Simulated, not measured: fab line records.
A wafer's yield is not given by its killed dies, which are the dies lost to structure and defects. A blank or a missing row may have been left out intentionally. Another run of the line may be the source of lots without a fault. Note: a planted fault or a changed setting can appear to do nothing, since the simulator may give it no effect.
fab line records ; flow n5-finfet
record lots=8; wafers=24; last-day=18
route steps=1938 shown BEOL_M3@946 BEOL_M4@1111 PASSIVATION@1936
lots that met no fault: from a run of the same line without faults
start-h: hours from the record's first day to the start of the lot's first wafer shown ; wait-h: how many hours have passed since the lot's step before this one ; " as in the row above ; L1.1+2: a row that stands for several wafers ; - no value, or no start given ; * or withheld: withheld ; < > ~ a bound
route shown NAME@n: NAME is a module with steps in the file, n the number in the route of the first one ; usual: average and standard deviation across the fault-free wafers ; same: alike in all rows ; chamber/n: place in a boat ; sites: the reading at each site ; _std_site: the standard deviation of these ; _edge_site: mean of outer sites minus mean of inner sites ; radius-mm: for every site, how far away it sits from the centre of the wafer ; mask NAME#n: copy n ; behind: the last tool/chamber to shape the wafer ; hold: the reason the lot was held/the length of the hold in hours/how it ended ; device: the n, p or np transistor that did not switch ; end of line: the route-end tests of the same wafers ; where a step has no rows: the recipe by itself ; killed: not the wafer's yield, but the dies lost to structure and defects at the first sort ; map: shows each die of a wafer: x if killed, . if not, _ if none is there
set.NAME: the setting that was run; set.NAME@STEP: the one run at that earlier step ; model.NAME: the simulator's own value behind a step, which no gauge read
route steps across a sampled set of lots; one table per step, one row per wafer
services: from which hour (start-h, from the record's first day; less than 0 if before it) a tool's chamber was out of use, for how many hours, and why
## steps
# step N5_BEOL_M3_INSPECT_13
# recipe mode=adi; inspect-instrument=brightfield
# usual raw-defect-count=411/100
lot.wafer;tool;chamber;start-h;wait-h;raw-defect-count
L728.2;defect-inspect-02;-;147.65;0.0;540
L728.5;defect-inspect-02;-;147.65;0.0;367
L728.6;defect-inspect-02;-;147.65;0.0;226
L732.1;defect-inspect-02;-;177.97;0.1;531
L732.5;defect-inspect-02;-;177.97;0.1;411
L732.6;defect-inspect-02;-;177.97;0.1;330
L735.3;defect-inspect-01;-;188.65;0.0;391
L735.4;defect-inspect-01;-;188.65;0.0;276
L735.5;defect-inspect-01;-;188.65;0.0;304
L740.2;defect-inspect-02;-;221.59;0.0;359
L740.4;defect-inspect-02;-;221.59;0.0;463
L740.5;defect-inspect-02;-;221.59;0.0;395
L743.1;defect-inspect-02;-;247.55;0.1;342
L743.4;defect-inspect-02;-;247.55;0.1;385
L743.6;defect-inspect-02;-;247.55;0.1;512
L744.2;defect-inspect-02;-;251.93;0.0;412
L744.4;defect-inspect-02;-;251.93;0.0;403
L744.5;defect-inspect-02;-;251.93;0.0;260
L749.1;defect-inspect-01;-;270.99;0.1;343
L749.3;defect-inspect-01;-;270.99;0.1;380
L749.4;defect-inspect-01;-;270.99;0.1;270
L751.2;defect-inspect-01;-;291.81;0.0;295
L751.3;defect-inspect-01;-;291.81;0.0;338
L751.5;defect-inspect-01;-;291.81;0.0;312
# step N5_BEOL_M3_ETCH_64
# recipe chemistry=N2/H2; target=SOC; target-depth-a=750; overetch-a=150; mask-material=SiARC; temp-c=40; time-s=112.5; ion-energy-ev=200; pressure-mtorr=30; source-w=840; bias-w=150; n2-flow-sccm=200; h2-flow-sccm=200
# usual chamber-pressure-mTorr=29.998/0.03; drypump-motor-current-A=5.6/0.43; h2-flow-sccm=200.0/0.63; oes-product-au=0.63/0.073; rf-vpp-V=522.9/2.6; showerhead-plenum-p-Torr=2.51/0.093; temp-c=39.98/0.12; throttle-valve-pct=17.68/0.25
lot.wafer;tool;chamber;start-h;wait-h;chamber-pressure-mTorr;drypump-motor-current-A;h2-flow-sccm;oes-product-au;rf-hours-counter-h;rf-vpp-V;showerhead-plenum-p-Torr;temp-c;throttle-valve-pct
L728.2;rie-diel-04;2;148.02;0.0;29.922;6.2;200.1;0.71;40;523.9;2.58;40.10;17.31
L728.5;rie-diel-04;0;148.02;0.0;30.043;5.8;200.3;0.55;-;524.0;2.51;39.87;18.16
L728.6;rie-diel-04;3;148.02;0.0;29.987;5.2;199.9;0.56;-;521.5;2.42;40.24;17.65
L732.1;rie-diel-03;3;178.08;0.0;29.958;5.7;199.8;0.54;237;522.5;2.52;40.19;18.09
L732.5;rie-diel-03;3;178.08;0.0;29.967;5.7;200.4;0.55;-;524.3;2.52;40.33;18.08
L732.6;rie-diel-03;2;178.08;0.0;30.030;5.1;199.9;0.76;-;526.5;2.61;39.98;17.45
L735.3;rie-diel-01;0;188.76;0.0;29.996;5.0;199.7;0.76;7;523.4;2.51;39.91;17.49
L735.4;rie-diel-01;2;188.76;0.0;29.999;5.2;200.6;0.63;-;521.1;2.44;40.14;17.68
L735.5;rie-diel-01;0;188.76;0.0;30.013;5.0;199.4;0.74;-;523.1;2.51;39.91;17.49
L740.2;rie-diel-01;3;221.71;0.0;30.029;5.6;199.3;0.59;164;526.1;2.65;40.07;17.76
L740.4;rie-diel-01;0;221.71;0.0;30.000;4.9;199.9;0.73;19;521.8;2.51;39.93;17.52
L740.5;rie-diel-01;1;221.71;0.0;29.994;5.8;200.0;0.66;-;522.4;2.48;40.04;17.60
L743.1;rie-diel-04;3;247.78;0.0;29.961;5.2;200.4;0.54;225;519.7;2.41;40.05;17.70
L743.4;rie-diel-04;1;247.78;0.0;30.000;5.7;200.1;0.59;-;517.9;2.33;39.85;17.57
L743.6;rie-diel-04;2;247.78;0.0;29.996;6.2;199.9;0.67;-;525.6;2.57;39.87;17.35
L744.2;rie-diel-03;3;252.04;0.0;30.031;5.7;200.3;0.53;264;523.3;2.51;40.06;18.12
L744.4;rie-diel-03;1;252.04;0.0;29.967;6.3;200.6;0.73;-;526.9;2.60;39.99;17.89
L744.5;rie-diel-03;2;252.04;0.0;30.005;5.1;200.9;0.70;-;525.5;2.60;39.96;17.50
L749.1;rie-diel-01;2;271.10;0.0;30.017;5.2;199.8;0.60;163;521.7;2.43;39.91;17.73
L749.3;rie-diel-01;1;271.10;0.0;30.010;5.8;201.1;0.65;104;521.7;2.47;39.77;17.64
L749.4;rie-diel-01;2;271.10;0.0;29.976;5.2;200.2;0.60;-;522.5;2.43;40.00;17.73
L751.2;rie-diel-04;3;291.92;0.0;29.991;5.2;200.0;0.54;238;518.4;2.40;40.11;17.72
L751.3;rie-diel-04;1;291.92;0.0;30.005;5.7;200.1;0.57;174;517.7;2.32;40.06;17.59
L751.5;rie-diel-04;0;291.92;0.0;30.028;5.8;199.7;0.74;-;521.9;2.50;40.20;17.78
# step N5_BEOL_M3_HM_OPEN_17
# recipe chemistry=Cl2/BCl3; target-depth-a=200; overetch-a=60; target=TiN; mask-material=SOC; ion-energy-ev=150; pressure-mtorr=10; icp-w=1000; bias-w=126; Cl2_flow_sccm=53.25; bcl3-flow-sccm=21.75; Ar_flow_sccm=25
# usual chamber-pressure-mTorr=10.000/0.0095; drypump-motor-current-A=5.6/0.67; he-backside-leak-sccm=3.40/0.18; oes-product-au=0.67/0.11; throttle-valve-pct=22.03/0.27
lot.wafer;tool;chamber;start-h;wait-h;chamber-pressure-mTorr;drypump-motor-current-A;he-backside-leak-sccm;oes-product-au;rf-hours-counter-h;throttle-valve-pct
L728.2;rie-metal-02;1;148.18;0.0;9.990;5.1;3.49;0.82;3;21.72
L728.5;rie-metal-02;0;148.18;0.0;9.990;5.5;3.47;0.53;-;21.96
L728.6;rie-metal-02;1;148.18;0.0;10.002;5.2;3.50;0.83;-;21.72
L732.1;rie-metal-02;1;178.25;0.0;9.981;5.2;3.37;0.79;5;21.75
L732.5;rie-metal-02;1;178.25;0.0;9.985;5.2;3.46;0.79;-;21.76
L732.6;rie-metal-02;0;178.25;0.0;9.992;5.5;3.64;0.51;-;21.99
L735.3;rie-metal-03;1;188.96;0.1;10.010;6.8;3.46;0.66;-;22.08
L735.4;rie-metal-03;0;188.96;0.1;9.990;5.0;3.21;0.55;-;21.87
L735.5;rie-metal-03;0;188.96;0.1;9.992;5.1;3.20;0.54;-;21.87
L740.2;rie-metal-02;1;221.90;0.1;10.001;5.1;3.35;0.77;-;21.74
L740.4;rie-metal-02;1;221.90;0.1;9.987;5.1;3.30;0.77;-;21.75
L740.5;rie-metal-02;1;221.90;0.1;9.995;5.2;3.29;0.76;-;21.76
L743.1;rie-metal-02;1;247.94;0.0;9.998;5.2;3.25;0.74;12;21.79
L743.4;rie-metal-02;0;247.94;0.0;10.002;5.5;3.32;0.82;-;21.79
L743.6;rie-metal-02;0;247.94;0.0;10.004;5.5;3.38;0.82;-;21.80
L744.2;rie-metal-03;0;252.21;0.0;10.015;5.1;3.39;0.54;118;21.89
L744.4;rie-metal-03;0;252.21;0.0;9.995;5.0;3.09;0.54;-;21.88
L744.5;rie-metal-03;1;252.21;0.0;10.001;6.8;3.40;0.66;-;22.09
L749.1;rie-metal-03;1;271.27;0.0;9.991;6.8;3.47;0.65;53;22.08
L749.3;rie-metal-03;1;271.27;0.0;10.004;6.8;3.36;0.65;-;22.09
L749.4;rie-metal-03;1;271.27;0.0;9.994;6.7;3.43;0.66;-;22.10
L751.2;rie-metal-01;1;292.09;0.0;10.003;6.5;3.29;0.64;55;22.38
L751.3;rie-metal-01;1;292.09;0.0;10.000;6.5;3.17;0.64;-;22.38
L751.5;rie-metal-01;0;292.09;0.0;9.988;5.1;3.61;0.82;-;22.44
# step N5_BEOL_M3_STRIP_19
# recipe chemistry=O2; power-w=400; temp-c=40; pressure-mtorr=30; rf-frequency-hz=6e+07; bias-power-w=0; overash-fraction=0.2; o2-flow-sccm=225
# usual chamber-pressure-mTorr=30.000/0.026; drypump-motor-current-A=5.6/0.45; oes-product-au=0.78/0.1; rf-vpp-V=3.6/0.47; showerhead-plenum-p-Torr=2.07/0.067; temp-c=39.99/0.1; throttle-valve-pct=16.53/0.26
lot.wafer;tool;chamber;start-h;wait-h;chamber-pressure-mTorr;drypump-motor-current-A;oes-product-au;rf-hours-counter-h;rf-vpp-V;showerhead-plenum-p-Torr;temp-c;throttle-valve-pct
L728.2;rie-diel-03;1;148.43;0.2;30.035;6.3;0.68;231;3.1;2.16;40.11;17.05
L728.5;rie-diel-03;1;148.43;0.2;30.011;6.3;0.68;-;3.9;2.16;40.06;17.06
L728.6;rie-diel-03;3;148.43;0.2;29.998;5.7;0.68;-;3.4;2.07;40.11;16.83
L732.1;rie-diel-03;3;178.36;0.1;30.003;5.7;0.68;237;3.9;2.07;39.87;16.86
L732.5;rie-diel-03;1;178.36;0.1;30.019;6.3;0.68;-;3.3;2.15;40.06;17.07
L732.6;rie-diel-03;2;178.36;0.1;29.980;5.0;0.96;-;3.6;2.13;40.03;16.19
L735.3;rie-diel-04;3;189.04;0.1;29.994;5.2;0.68;208;3.9;1.99;40.07;16.58
L735.4;rie-diel-04;0;189.04;0.1;30.032;5.7;0.68;244;4.1;2.05;40.08;16.93
L735.5;rie-diel-04;0;189.04;0.1;29.983;5.8;0.69;-;3.3;2.05;40.11;16.93
L740.2;rie-diel-01;1;222.09;0.2;29.980;5.8;0.84;85;3.5;2.03;40.13;16.38
L740.4;rie-diel-01;3;222.09;0.2;29.956;5.6;0.74;164;4.3;2.17;39.93;16.49
L740.5;rie-diel-01;0;222.09;0.2;29.990;5.0;0.90;-;3.5;2.06;40.14;16.30
L743.1;rie-diel-04;2;248.06;0.1;29.973;6.2;0.84;69;3.4;2.12;39.90;16.20
L743.4;rie-diel-04;2;248.06;0.1;29.972;6.2;0.85;-;3.9;2.12;39.91;16.22
L743.6;rie-diel-04;1;248.06;0.1;29.994;5.7;0.73;-;3.6;1.93;39.91;16.53
L744.2;rie-diel-04;1;252.32;0.1;30.020;5.7;0.75;163;3.0;1.93;39.82;16.51
L744.4;rie-diel-04;3;252.32;0.1;30.010;5.2;0.68;-;3.9;1.98;40.14;16.62
L744.5;rie-diel-04;2;252.32;0.1;29.975;6.2;0.86;-;3.0;2.12;39.78;16.24
L749.1;rie-diel-04;1;271.53;0.2;30.030;5.7;0.74;170;4.1;1.92;40.12;16.54
L749.3;rie-diel-04;3;271.53;0.2;30.027;5.2;0.67;234;2.4;1.98;40.02;16.62
L749.4;rie-diel-04;2;271.53;0.2;29.988;6.2;0.83;77;3.4;2.12;39.98;16.22
L751.2;rie-diel-01;0;292.20;0.1;29.948;4.9;0.88;37;3.6;2.06;39.77;16.34
L751.3;rie-diel-01;3;292.20;0.1;30.031;5.6;0.73;189;3.0;2.16;40.07;16.54
L751.5;rie-diel-01;3;292.20;0.1;30.001;5.6;0.73;-;4.1;2.16;40.04;16.54
# step N5_BEOL_M3_INSPECT_30
# recipe mode=adi; inspect-instrument=brightfield
# usual raw-defect-count=406/110
lot.wafer;tool;chamber;start-h;wait-h;raw-defect-count
L728.2;defect-inspect-01;-;148.91;0.0;489
L728.5;defect-inspect-01;-;148.91;0.0;311
L728.6;defect-inspect-01;-;148.91;0.0;218
L732.1;defect-inspect-02;-;178.84;0.1;544
L732.5;defect-inspect-02;-;178.84;0.1;435
L732.6;defect-inspect-02;-;178.84;0.1;333
L735.3;defect-inspect-01;-;189.52;0.0;418
L735.4;defect-inspect-01;-;189.52;0.0;289
L735.5;defect-inspect-01;-;189.52;0.0;291
L740.2;defect-inspect-02;-;222.56;0.0;920
L740.4;defect-inspect-02;-;222.56;0.0;1115
L740.5;defect-inspect-02;-;222.56;0.0;1037
L743.1;defect-inspect-01;-;248.58;0.1;903
L743.4;defect-inspect-01;-;248.58;0.1;335
L743.6;defect-inspect-01;-;248.58;0.1;448
L744.2;defect-inspect-01;-;252.81;0.1;354
L744.4;defect-inspect-01;-;252.81;0.1;371
L744.5;defect-inspect-01;-;252.81;0.1;222
L749.1;defect-inspect-01;-;272.14;0.1;365
L749.3;defect-inspect-01;-;272.14;0.1;375
L749.4;defect-inspect-01;-;272.14;0.1;268
L751.2;defect-inspect-01;-;292.81;0.0;288
L751.3;defect-inspect-01;-;292.81;0.0;342
L751.5;defect-inspect-01;-;292.81;0.0;319
# step N5_BEOL_M4_RC_MEAS_101
# usual DIBL_N=36.5/1.4; DIBL_P=36.6/1.9; IOFF_N=0.167/0.029; IOFF_P=0.21/0.033; ION_N=674/12; ION_P=460/8.9; SS_N=71.6/0.57; SS_P=73.4/0.61; VT_N=249/3.3; VT_P=-250/3.3
lot.wafer;tool;chamber;start-h;wait-h;DIBL_N[mV/V];DIBL_P[mV/V];IOFF_N[nA/um];IOFF_P[nA/um];ION_N[uA/um];ION_P[uA/um];SS_N[mV/dec];SS_P[mV/dec];VT_N[mV];VT_P[mV]
L728.2;prober-01;0;178.16;0.2;33.5;31.3;0.126;0.18;677;470;70.3;72.9;250;-249
L728.5;prober-01;0;178.16;0.2;36.6;35.8;0.180;0.25;694;480;71.8;73.1;245;-247
L728.6;prober-01;0;178.16;0.2;33.2;31.9;0.119;0.18;671;460;70.9;72.5;252;-250
L732.1;prober-02;0;195.26;0.0;36.6;35.3;0.158;0.23;678;467;71.5;73.4;250;-248
L732.5;prober-02;0;195.26;0.0;35.1;33.9;0.135;0.21;662;462;70.4;73.0;252;-248
L732.6;prober-02;0;195.26;0.0;37.3;36.3;0.173;0.25;677;470;71.1;73.6;250;-244
L735.3;prober-01;0;210.55;0.3;36.1;36.2;0.176;0.26;697;483;71.6;73.3;245;-244
L735.4;prober-01;0;210.55;0.3;34.1;34.4;0.137;0.23;680;475;70.8;73.2;249;-244
L735.5;prober-01;0;210.55;0.3;37.8;38.3;0.221;0.30;711;487;72.2;74.0;242;-242
L740.2;prober-02;0;242.24;0.2;38.6;40.1;0.216;0.23;691;465;72.2;74.6;244;-252
L740.4;prober-02;0;242.24;0.2;37.4;36.5;0.170;0.17;667;449;72.1;73.5;249;-255
L740.5;prober-02;0;242.24;0.2;36.5;36.7;0.158;0.17;672;448;72.3;73.9;247;-255
L743.1;prober-01;0;265.74;0.0;37.8;38.8;0.196;0.22;677;460;71.7;73.6;245;-248
L743.4;prober-01;0;265.74;0.0;36.9;37.7;0.180;0.21;685;464;71.3;73.5;247;-250
L743.6;prober-01;0;265.74;0.0;35.8;36.3;0.148;0.19;670;461;71.3;73.9;249;-252
L744.2;prober-01;0;268.55;0.2;36.4;35.7;0.127;0.16;656;444;71.0;72.9;255;-257
L744.4;prober-01;0;268.55;0.2;40.3;39.6;0.217;0.22;674;453;72.3;74.0;245;-252
L744.5;prober-01;0;268.55;0.2;36.8;35.8;0.137;0.16;656;449;71.5;73.3;252;-258
L749.1;prober-02;0;295.18;0.0;34.0;34.6;0.139;0.20;679;465;71.0;72.8;250;-249
L749.3;prober-02;0;295.18;0.0;36.4;37.1;0.179;0.24;669;466;72.0;73.6;247;-243
L749.4;prober-02;0;295.18;0.0;36.2;37.3;0.174;0.25;674;467;71.8;73.0;248;-245
L751.2;prober-01;0;308.71;0.2;35.2;34.8;0.133;0.19;649;452;72.1;72.1;252;-252
L751.3;prober-01;0;308.71;0.2;35.4;35.0;0.141;0.20;670;462;71.4;72.8;250;-251
L751.5;prober-01;0;308.71;0.2;36.6;36.5;0.165;0.21;663;447;72.4;71.9;249;-251
# step N5_PASSIVATION_PROBE_49
# usual defect-limited-yield=91.2/1.6; killed_at_M0_to_M3=34/11; killed_at_M4_up=14/5.7; killed-at-contacts=14/6.6; killed-at-front-end=37/10; killed-at-other=4/3.2; killed-dies=104/19; killed-open=69/13; killed-short=33/8.7; sort_bin_5_function=5.1/1; sort_bin_6_memory=3.3/0.76; sort_bin_8_speed=0.00/0.016; sort-n-pass=1076/19; sort-yield-pct=91.2/1.6
# same gross-dies=1180; killed-at-back-side=0; sort_bin_4_leakage[%]=0
lot.wafer;tool;chamber;start-h;wait-h;defect-limited-yield[%];killed_at_M0_to_M3;killed_at_M4_up;killed-at-contacts;killed-at-front-end;killed-at-other;killed-dies;killed-open;killed-short;sort_bin_5_function[%];sort_bin_6_memory[%];sort_bin_8_speed[%];sort-n-pass;sort-yield-pct[%]
L740.2;prober-02;-;343.87;0.1;81.6;160;16;7;33;1;217;64;26;12.8;3.6;0;963;81.6
L740.4;prober-02;-;343.97;0.2;82.6;160;16;5;21;3;205;58;17;10.4;4.0;0;975;82.6
L740.5;prober-02;-;344.02;0.2;81.7;144;10;15;44;3;216;59;22;11.6;3.7;0;964;81.7
L743.1;prober-01;-;366.10;0.0;81.7;160;8;7;34;7;216;63;27;11.9;3.5;0;964;81.7
L743.4;prober-01;-;366.25;0.2;90.9;36;9;10;48;4;107;64;38;5.7;2.7;0;1073;90.9
L743.6;prober-01;-;366.35;0.3;91.4;49;4;10;35;4;102;59;39;4.2;3.9;0;1078;91.4
# killed by level:class
L740.2 BEOL_M3:unspecified=125 BEOL_M0_SAQP:geometric-particle:open=12 FIN_SAQP:geometric-particle:open=6 BEOL_M2:geometric-particle:open=6 ILD0:geometric-particle:open=5 MOL_CONTACT_COAG:geometric-particle:open=5 DUMMY_GATE:geometric-particle:open=4 BEOL_M0_SAQP:geometric-particle:short=4
L740.4 BEOL_M3:unspecified=127 BEOL_M2:geometric-particle:open=12 BEOL_M4:geometric-particle:open=8 BEOL_M1:geometric-particle:open=7 DUMMY_GATE:geometric-particle:open=5 FIN_SAQP:geometric-particle:short=4 MOL_CONTACT_COAG:geometric-particle:open=4 BEOL_M3:geometric-particle:open=4
L740.5 BEOL_M3:unspecified=124 MOL_CONTACT_COAG:geometric-particle:open=13 DUMMY_GATE:geometric-particle:open=12 HKMG_FIN:area-etch=10 STI_FIN_REVEAL:geometric-particle:open=7 BEOL_M1:geometric-particle:open=6 BEOL_M2:geometric-particle:open=6 BEOL_M0_SAQP:geometric-particle:short=4
L743.1 BEOL_M3:unspecified=125 BEOL_M1:geometric-particle:open=9 BEOL_M3:geometric-particle:open=8 STI_FIN_REVEAL:geometric-particle:open=6 GATE_CUT:geometric-particle:short=6 BEOL_M0_SAQP:geometric-particle:open=6 BEOL_M0_SAQP:geometric-particle:short=6 GATE_CUT:geometric-particle:open=5
L743.4 FIN_SAQP:geometric-particle:short=12 STI_FIN_REVEAL:geometric-particle:open=10 BEOL_M0_SAQP:geometric-particle:short=7 BEOL_M2:geometric-particle:open=7 FIN_SAQP:geometric-particle:open=6 MOL_CONTACT_COAG:geometric-particle:open=5 BEOL_M1:geometric-particle:open=5 MOL_CONTACT_COAG:geometric-particle:short=4
L743.6 BEOL_M0_SAQP:geometric-particle:open=15 BEOL_M0_SAQP:geometric-particle:short=9 MOL_CONTACT_COAG:geometric-particle:open=8 ILD0:geometric-particle:short=7 BEOL_M1:geometric-particle:open=7 BEOL_M3:geometric-particle:open=5 FIN_SAQP:geometric-particle:open=4 STI_FIN_REVEAL:geometric-particle:open=4
## services
tool;chamber;start-h;hours;kind
rie-diel-04;1;136.39;8.7;repair
rie-diel-03;2;142.38;-;clean
rie-diel-03;2;142.38;-;consumable-replace:focus-ring
rie-diel-03;2;142.38;20.4;scheduled-down
rie-diel-03;2;142.38;20.4;vent-cycle
rie-diel-01;0;144.02;-;clean
rie-diel-01;0;144.02;-;consumable-replace:focus-ring
rie-diel-01;0;144.02;16.1;scheduled-down
rie-diel-01;0;144.02;16.1;vent-cycle
rie-metal-03;-;150.55;2.5;repair
rie-metal-03;1;166.83;4.3;repair
rie-diel-01;1;186.61;6.5;repair
rie-diel-04;3;198.65;1.7;repair
rie-metal-02;0;211.95;-;clean
rie-metal-02;0;211.95;17.0;scheduled-down
rie-diel-01;1;218.33;2.2;repair
rie-diel-04;0;235.68;-;clean
rie-diel-04;0;235.68;-;consumable-replace:focus-ring
rie-diel-04;0;235.68;26.3;scheduled-down
rie-diel-04;0;235.68;26.3;vent-cycle
rie-diel-04;-;237.68;2.8;pm
rie-diel-01;0;254.85;1.3;repair
rie-diel-01;0;269.55;3.6;repair
rie-diel-04;-;288.48;2.1;repair
## key
first-sign step=N5_BEOL_M3_INSPECT_30; reading=raw-defect-count; direction=up; sigmas=5.5; usual=406; struck=994
effect step=N5_PASSIVATION_PROBE_49; reading=killed_at_M0_to_M3; direction=up; sigmas=11; usual=34; struck=156
more-kills-born-at N5_BEOL_M3_HM_OPEN_17@rie-metal-02=501
met-at N5_BEOL_M3_HM_OPEN_17
struck-lots L740,L743
struck-wafers L740.2,L740.4,L740.5,L743.1
baseline-loss step=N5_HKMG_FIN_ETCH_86; wafers=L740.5
not-acting-at N5_BEOL_M3_INSPECT_13,N5_BEOL_M3_ETCH_64,N5_BEOL_M3_STRIP_19
onset-between 178.25 221.90
fault kind=chamber-particle-source; tool=rie-metal-02; chamber=1; onset-h=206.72; steps=N5_BEOL_M3_HM_OPEN_17; rate-per-visit-cm2=0.9584; end-h=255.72
# baseline-loss: these wafers lose ten dies or more at that step, a loss of the line's own and not of a fault; the sort's usual values leave them out
